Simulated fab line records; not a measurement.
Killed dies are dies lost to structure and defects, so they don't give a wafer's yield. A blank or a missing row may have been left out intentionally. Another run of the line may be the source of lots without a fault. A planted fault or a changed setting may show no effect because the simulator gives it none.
A single fault, viewed from 2 desks :: flow n5_finfet :: only its own numbers are on each desk; what lay behind them is given at the end

FOR THE TOOL OWNER'S DESK: litho_track-03
The tool's own readings at N5_HKMG_FIN_COAT_85 (time 60 s, resist thk 300 nm): means of the sampled wafers that have a number, for each lot that ran on this tool. If a lot's mean is further than 4 standard deviations from the usual mean, the lot is out of limits and carries the mark OUT (the distance appears in the brackets).
Columns: A = resist_line_temp_C at N5_HKMG_FIN_COAT_85, usual 22.99 C; B = spin_speed_rpm at N5_HKMG_FIN_COAT_85, usual 1500.0 rpm
lot: L157
first seen here: day 4 23:42
A: 22.97
B: 1501.5

lot: L158
first seen here: day 5 03:05
A: 22.89
B: 1498.4

lot: L165
first seen here: day 6 23:58
A: 22.94
B: 1551.5 (+43) OUT

lot: L166
first seen here: day 8 12:16
A: 23.01
B: 1552.9 (+44) OUT

lot: L168
first seen here: day 8 12:53
A: 22.92
B: 1552.3 (+44) OUT
This desk's verdict: out of limits on L165, L166, L168, starting with L165 at day 6 23:58 (spin_speed_rpm at N5_HKMG_FIN_COAT_85). L157, L158: within limits.

METROLOGY DESK
What the gauges read for every lot (on any tool): the sampled wafers with a number, averaged. If a lot's mean is further than 4 standard deviations from the usual mean, the lot is out of limits and carries the mark OUT (the distance appears in the brackets). 7 of its 10 readings are shown, namely those furthest out on some lot.
Columns: A = DIBL_N at N5_BEOL_M4_RC_MEAS_101, usual 37.2 mV/V; B = DIBL_P at N5_BEOL_M4_RC_MEAS_101, usual 37.3 mV/V; C = IOFF_N at N5_BEOL_M4_RC_MEAS_101, usual 0.18 nA/um; D = IOFF_P at N5_BEOL_M4_RC_MEAS_101, usual 0.24 nA/um; E = ION_N at N5_BEOL_M4_RC_MEAS_101, usual 680 uA/um; F = SS_P at N5_BEOL_M4_RC_MEAS_101, usual 73.5 mV/dec; G = VT_P at N5_BEOL_M4_RC_MEAS_101, usual -248 mV
lot: L157
first seen here: day 9 01:14
A: 39.1
B: 39.6
C: 0.23
D: 0.27
E: 702
F: 74.0
G: -247

lot: L158
first seen here: day 9 10:15
A: 36.9
B: 34.5
C: 0.14
D: 0.18
E: 662
F: 72.7
G: -253

lot: L160
first seen here: day 9 18:03
A: 35.2
B: 35.0
C: 0.14
D: 0.21
E: 672
F: 73.1
G: -249

lot: L165
first seen here: day 10 13:31
A: 40.5
B: 38.5
C: 0.23
D: 0.26
E: 690
F: 74.3
G: -246

lot: L166
first seen here: day 11 22:16
A: 40.9
B: 41.0
C: 0.25
D: 0.31
E: 698
F: 74.5
G: -248

lot: L168
first seen here: day 12 04:55
A: 38.5
B: 37.9
C: 0.19
D: 0.23
E: 679
F: 74.0
G: -247

lot: L173
first seen here: day 13 20:22
A: 38.3
B: 37.5
C: 0.16
D: 0.22
E: 673
F: 74.0
G: -254

lot: L174
first seen here: day 14 01:07
A: 37.2
B: 35.7
C: 0.16
D: 0.21
E: 680
F: 73.2
G: -249

lot: L175
first seen here: day 14 21:18
A: 36.7
B: 37.6
C: 0.18
D: 0.22
E: 683
F: 74.1
G: -250

lot: L177
first seen here: day 15 00:02
A: 37.8
B: 37.3
C: 0.19
D: 0.26
E: 676
F: 73.9
G: -247
This desk's finding: nothing out of limits on any of the 10 lots.

BROUGHT TOGETHER
On L165, L166, L168, at day 6 23:58, an alarm was possible from the tool owner's desk.
At the metrology desk, nothing out of limits was observed.
The metrology desk has L165, L166, L168 on record, within its limits.
All the named lots went through N5_HKMG_FIN_COAT_85 on litho_track-03.

WHAT WAS PUT IN BY THE SIMULATOR
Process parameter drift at N5_HKMG_FIN_COAT_85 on litho_track-03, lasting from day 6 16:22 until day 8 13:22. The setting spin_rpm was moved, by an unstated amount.
Shown lots that were struck: L165, L166, L168.
Delay in hours, fault start to first out-of-limits reading, by desk: the tool owner's desk at 8.
